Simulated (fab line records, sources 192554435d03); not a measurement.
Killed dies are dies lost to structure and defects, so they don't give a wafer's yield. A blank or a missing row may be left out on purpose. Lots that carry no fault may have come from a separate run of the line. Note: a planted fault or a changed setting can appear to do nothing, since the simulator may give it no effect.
Matching of chambers | flow n5Finfet | N5_STI_FIN_REVEAL_ALD_14 on aldSin-03: 4 sister chambers
The step deposits Si3N4, target thk 3 nm. 22 wafers are shown with their chamber, then 11 later ones without.

== WAFERS PAIRED WITH THEIR CHAMBERS ==
wafer  | chamber | heaterPowerW (W)
L074.1 | 3       | 703
L074.5 | 3       | 693
L074.6 | 0       | 953
L078.4 | 0       | 985
L078.5 | 2       | 949
L078.6 | 1       | 781
L082.2 | 1       | 794
L082.3 | 0       | 1001
L082.6 | 1       | 778
L084.1 | 0       | 977
L084.4 | 3       | 705
L084.6 | 2       | 948
L086.1 | 2       | 956
L086.2 | 0       | 971
L086.3 | 1       | 777
L087.1 | 0       | 971
L087.2 | 1       | 770
L087.4 | 3       | 721
L088.1 | 2       | 957
L088.3 | 1       | 783
L088.5 | 2       | 953
L091.2 | 1       | 782

SIGNATURES (means of the wafers above)
reading      | chamber 0 | chamber 1 | chamber 2 | chamber 3 | scatter within a chamber
heaterPowerW | 976.33    | 780.71    | 952.60    | 705.50    | 10.7
Rule: a wafer's distance from a chamber is the root of the sum, over the readings, of the square of ((its reading less the chamber's mean) divided by the reading's scatter). If the next closest chamber is less than 2 further off than the closest, the wafer can't be placed; otherwise it belongs to the closest. How the scatter is found: for the shown wafers, subtract from each reading the mean of its chamber, square and add these, divide the total by (wafers less chambers), then take the root.

== WAFERS WITHOUT THEIR CHAMBER ==
wafer  | heaterPowerW (W)
L091.3 | 683
L091.4 | 981
L092.2 | 961
L092.4 | 775
L092.6 | 991
L093.1 | 715
L093.5 | 953
L093.6 | 727
L094.2 | 776
L094.3 | 1002
L094.5 | 714

== CHAMBER TAKEN BY EACH ==
wafer  | from the rows above     | in truth
L091.3 | 3                       | 3
L091.4 | 0                       | 0
L092.2 | can't be placed: 2 or 0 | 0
L092.4 | 1                       | 1
L092.6 | 0                       | 0
L093.1 | 3                       | 3
L093.5 | 2                       | 2
L093.6 | 3                       | 3
L094.2 | 1                       | 1
L094.3 | 0                       | 0
L094.5 | 3                       | 3
Correct placement for 10 of the 11. Not placeable from these rows: 1 (in 1, the candidates include the true chamber). Number placed wrongly: 0.
